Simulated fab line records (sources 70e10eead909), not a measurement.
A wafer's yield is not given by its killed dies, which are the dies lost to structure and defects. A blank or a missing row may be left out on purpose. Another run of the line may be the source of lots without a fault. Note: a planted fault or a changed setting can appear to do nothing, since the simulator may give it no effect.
The same fault as seen by 2 desks :: flow nand-harc :: what lay behind the numbers comes last; until then each desk has only its own

THE METROLOGY DESK
What the gauges read for every lot (on any tool): the sampled wafers with a number, averaged. If a lot's mean is further than 4 standard deviations from the usual mean, the lot is out of limits and carries the mark OUT (the distance appears in the brackets).
Columns: A = cd-nm at NHARC_P_GATE_CD_MEAS_26, usual 119.9 nm
lot: L102
first seen here: day 7 10:23
A: 119.5

lot: L104
first seen here: day 8 08:49
A: 118.7

lot: L105
first seen here: day 8 18:10
A: 119.3

lot: L112
first seen here: day 11 20:53
A: 119.4

lot: L113
first seen here: day 12 09:30
A: 120.4

lot: L114
first seen here: day 12 13:59
A: 119.6

lot: L115
first seen here: day 12 18:28
A: 119.6

lot: L116
first seen here: day 13 17:04
A: 119.8

lot: L117
first seen here: day 13 21:48
A: 120.3

lot: L118
first seen here: day 14 07:37
A: 119.8

lot: L119
first seen here: day 14 21:25
A: 119.6
This desk's finding: nothing out of limits on any of the 11 lots.

TOOL OWNER'S DESK, litho-track-06
The tool's own readings at NHARC_P_GATE_PEB_24 (peb time 65 s): means of the sampled wafers that have a number, for each lot that ran on this tool. If a lot's mean is further than 4 standard deviations from the usual mean, the lot is out of limits and carries the mark OUT (the distance appears in the brackets).
Columns: A = exhaust-pa at NHARC_P_GATE_PEB_24, usual 45.3 Pa
lot: L102
first seen here: day 7 10:19
A: 44.9

lot: L104
first seen here: day 8 08:44
A: 43.8

lot: L105
first seen here: day 8 18:05
A: 45.1

lot: L112
first seen here: day 11 20:48
A: 46.9

lot: L113
first seen here: day 12 09:25
A: 45.6

lot: L114
first seen here: day 12 13:54
A: 45.1

lot: L115
first seen here: day 12 18:23
A: 44.7

lot: L116
first seen here: day 13 16:58
A: 45.8
This desk's finding: nothing out of limits on any of the 8 lots.

ALL TOGETHER
Metrology desk: nothing out of limits seen.
The desk of the tool owner found nothing out of limits.

WHAT WAS PUT IN BY THE SIMULATOR
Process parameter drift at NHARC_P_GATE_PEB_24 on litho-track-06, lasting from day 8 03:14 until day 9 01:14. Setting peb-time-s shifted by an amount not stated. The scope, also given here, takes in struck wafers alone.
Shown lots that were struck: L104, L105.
